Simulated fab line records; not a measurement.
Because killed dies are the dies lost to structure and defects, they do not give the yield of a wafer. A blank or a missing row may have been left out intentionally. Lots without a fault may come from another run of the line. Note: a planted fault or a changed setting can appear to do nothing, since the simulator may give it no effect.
What tool caused it? -- flow nand_harc -- 11 lots with 33 wafers sampled at 5 steps, on a route of 1302 steps

## WHAT THE GAUGES READ, wafer by wafer
NHARC_P_STI_INSPECT_25.
lot,measured,on,raw_defect_count
L996,day 3 22:10,defect_inspect-02,228 126 144
L997,day 4 09:46,defect_inspect-02,199 183 209
L998,day 4 18:31,defect_inspect-01,192 131 97
L999,day 5 06:39,defect_inspect-01,113 276 238
L100,day 5 16:08,defect_inspect-02,226 143 166
L105,day 7 21:34,defect_inspect-02,127 228 200
L112,day 10 15:24,defect_inspect-01,117 104 247
L113,day 11 01:23,defect_inspect-02,378 165 190
L116,day 12 11:46,defect_inspect-02,244 275 291
L118,day 13 05:00,defect_inspect-02,168 149 105
L119,day 13 15:49,defect_inspect-02,274 172 178

NHARC_END_SORT_01.
lot,measured,on,killed_at_array,killed_at_other,killed_at_periphery,killed_dies,killed_open,killed_short
L105,day 28 20:20,prober-02,46 55 41,0 0 0,0 4 2,46 59 43,5 2 4,1 5 2

## TOOL THAT RAN EACH LOT (tool first, then ch and the chambers of the sampled wafers, then the start)
lot,NHARC_P_ZERO_WELL_ETCH_65,NHARC_P_ZERO_WELL_ETCH_62,NHARC_P_ZERO_WELL_ETCH_63
L996,"rie_diel-11 ch 1,3, day 1 21:29","rie_diel-11 ch 0,2, day 1 21:41 or earlier","rie_si-04 ch 0,1,3, day 1 21:41"
L997,"rie_diel-11 ch 0,2, day 2 07:22","rie_diel-11 ch 0,1,2, day 2 07:32 or earlier","rie_si-04 ch 1,3, day 2 07:32"
L998,"rie_diel-05 ch 0,3, day 2 17:23","rie_diel-05 ch 2,3, day 2 17:41 or earlier","rie_si-03 ch 0,2,3, day 2 17:41"
L999,"rie_diel-11 ch 1,2, day 3 03:22","rie_diel-11 ch 0,1,2, day 3 03:33 or earlier","rie_si-04 ch 1,2,3, day 3 03:33"
L100,"rie_diel-11 ch 1,2, day 3 13:29","rie_diel-11 ch 0,1, day 3 13:43 or earlier","rie_si-03 ch 0,1,3, day 3 13:43"
L105,"rie_diel-05 ch 0,2,3, day 5 15:30","rie_diel-05 ch 0,2,3, day 5 15:40 or earlier","rie_si-01 ch 0,2,3, day 5 15:40"
L112,"rie_diel-11 ch 1,2,3, day 8 13:27","rie_diel-11 ch 1,2,3, day 8 13:40 or earlier","rie_si-01 ch 0,2,3, day 8 13:40"
L113,"rie_diel-11 ch 0,1,2, day 8 23:31","rie_diel-11 ch 1,3, day 8 23:41 or earlier","rie_si-03 ch 0,2, day 8 23:41"
L116,"rie_diel-10 ch 0,2,3, day 10 05:29","rie_diel-10 ch 0,1,2, day 10 05:41 or earlier","rie_si-04 ch 0,1,3, day 10 05:41"
L118,"rie_diel-11 ch 1,2,3, day 11 01:21","rie_diel-11 ch 1,2, day 11 01:32 or earlier","rie_si-03 ch 1,2, day 11 01:32"
L119,"rie_diel-05 ch 1,2,3, day 11 11:29","rie_diel-05 ch 0,1, day 11 11:40 or earlier","rie_si-03 ch 1,3, day 11 11:40"
- NHARC_P_ZERO_WELL_ETCH_65: etches the open film in N2/H2, target depth 80 nm, overetch 24 nm, time 87.88 s.
- NHARC_P_ZERO_WELL_ETCH_62: etches the open film in CHF3/Ar, target depth 13 nm, time 6.5 s.
- NHARC_P_ZERO_WELL_ETCH_63: etches the open film in HBr/Cl2, target depth 120 nm, time 40.1 s.

## WHAT THE TOOLS THEMSELVES READ (means of the sampled wafers that have a number; where no wafer has one, the mark that the record gives instead)
NHARC_P_ZERO_WELL_ETCH_65.
lot,tool,chamber_pressure_mTorr (mTorr),drypump_motor_current_A (A),h2_flow_sccm (sccm),oes_product_au (a.u.),rf_vpp_V (V),run_length_s (s),showerhead_plenum_p_Torr (Torr),throttle_valve_pct (%)
L996,rie_diel-11,29.977,5.9,150.1,1.006,430,109.2,2.02,14.169
L997,rie_diel-11,29.996,6.0,150.0,0.983,429,108.7,1.98,14.168
L998,rie_diel-05,29.992,6.1,149.9,1.017,428,109.5,1.96,14.167
L999,rie_diel-11,30.013,5.7,149.8,0.983,427,108.7,1.89,14.180
L100,rie_diel-11,29.995,5.9,150.0,0.990,427,108.6,1.88,14.173
L105,rie_diel-05,30.004,6.2,150.0,1.009,429,99.8,1.96,14.178
L112,rie_diel-11,29.996,5.9,149.9,0.997,431,109.2,2.05,14.180
L113,rie_diel-11,30.003,5.7,150.1,1.006,431,108.8,2.08,14.167
L116,rie_diel-10,30.003,5.7,149.9,1.008,429,109.0,1.99,14.170
L118,rie_diel-11,29.993,5.9,150.0,0.997,430,108.9,2.05,14.169
L119,rie_diel-05,30.003,6.0,150.6,1.016,430,109.6,2.02,14.172

NHARC_P_ZERO_WELL_ETCH_62.
lot,tool,chamber_pressure_mTorr (mTorr),drypump_motor_current_A (A),oes_product_au (a.u.),rf_vpp_V (V),run_length_s (s),showerhead_plenum_p_Torr (Torr),throttle_valve_pct (%)
L996,rie_diel-11,25.006,5.9,0.952,369.9,27.4,2.28,20.211
L997,rie_diel-11,25.017,5.7,0.960,368.4,27.5,2.28,20.215
L998,rie_diel-05,24.972,6.0,0.956,367.9,27.6,2.24,20.215
L999,rie_diel-11,25.004,5.7,0.935,369.5,27.1,2.28,20.216
L100,rie_diel-11,24.999,5.5,0.948,369.2,27.6,2.29,20.221
L105,rie_diel-05,24.999,6.2,0.977,368.9,28.1,2.26,20.217
L112,rie_diel-11,25.006,5.8,0.945,370.7,27.1,2.36,20.221
L113,rie_diel-11,24.981,5.9,0.952,369.7,27.6,2.31,20.218
L116,rie_diel-10,25.003,5.5,0.984,371.2,27.6,2.36,20.218
L118,rie_diel-11,25.011,5.6,0.970,369.6,27.2,2.29,20.210
L119,rie_diel-05,25.028,6.3,0.972,373.0,27.6,2.44,20.213

NHARC_P_ZERO_WELL_ETCH_63.
lot,tool,chamber_pressure_mTorr (mTorr),drypump_motor_current_A (A),oes_product_au (a.u.),throttle_valve_pct (%)
L996,rie_si-04,15.010,6.2,0.992,26.401
L997,rie_si-04,14.992,6.5,0.987,26.408
L998,rie_si-03,15.000,5.4,1.000,26.405
L999,rie_si-04,15.000,5.9,0.984,26.406
L100,rie_si-03,15.009,5.7,1.008,26.409
L105,rie_si-01,14.985,5.7,0.995,26.401
L112,rie_si-01,14.999,5.8,0.999,26.417
L113,rie_si-03,15.009,4.9,1.001,26.406
L116,rie_si-04,15.001,6.2,0.998,26.407
L118,rie_si-03,14.999,5.8,1.000,26.408
L119,rie_si-03,14.990,6.2,1.004,26.412

## THE ANSWER, worked out from the rows above alone
Rule: what is usual is taken from the lots themselves. Put in order of their means at a reading, lots are off if they are a third of the lots or fewer, leave a main group of 4 or more, and stand apart from it by a gap of 3 or more times the standard deviation of the main group's means; of several such gaps the widest counts. Not used: any main group whose means are identical at the precision the tables above print for the reading. A lot without any number at a reading at which 4 lots or more have one is off too. Any other lot the step has rows for is counted as sound. First the gauges in route order, then the tools' own readings, where a lot's mean is used as printed above. At the first step where some lot is off, the reading lying furthest off is the one used; lots without a number count as furthest.
Off, at NHARC_P_ZERO_WELL_ETCH_65 on run_length_s: L105. The main group has a mean of 109.0 s with a standard deviation of 0.33.
If a tool, at that step or one of the process steps before it, ran each lot that is off and ran no sound lot following the first of them, it fits. Of those tried, none fits.

## WHAT HAD BEEN PUT IN BY THE SIMULATOR
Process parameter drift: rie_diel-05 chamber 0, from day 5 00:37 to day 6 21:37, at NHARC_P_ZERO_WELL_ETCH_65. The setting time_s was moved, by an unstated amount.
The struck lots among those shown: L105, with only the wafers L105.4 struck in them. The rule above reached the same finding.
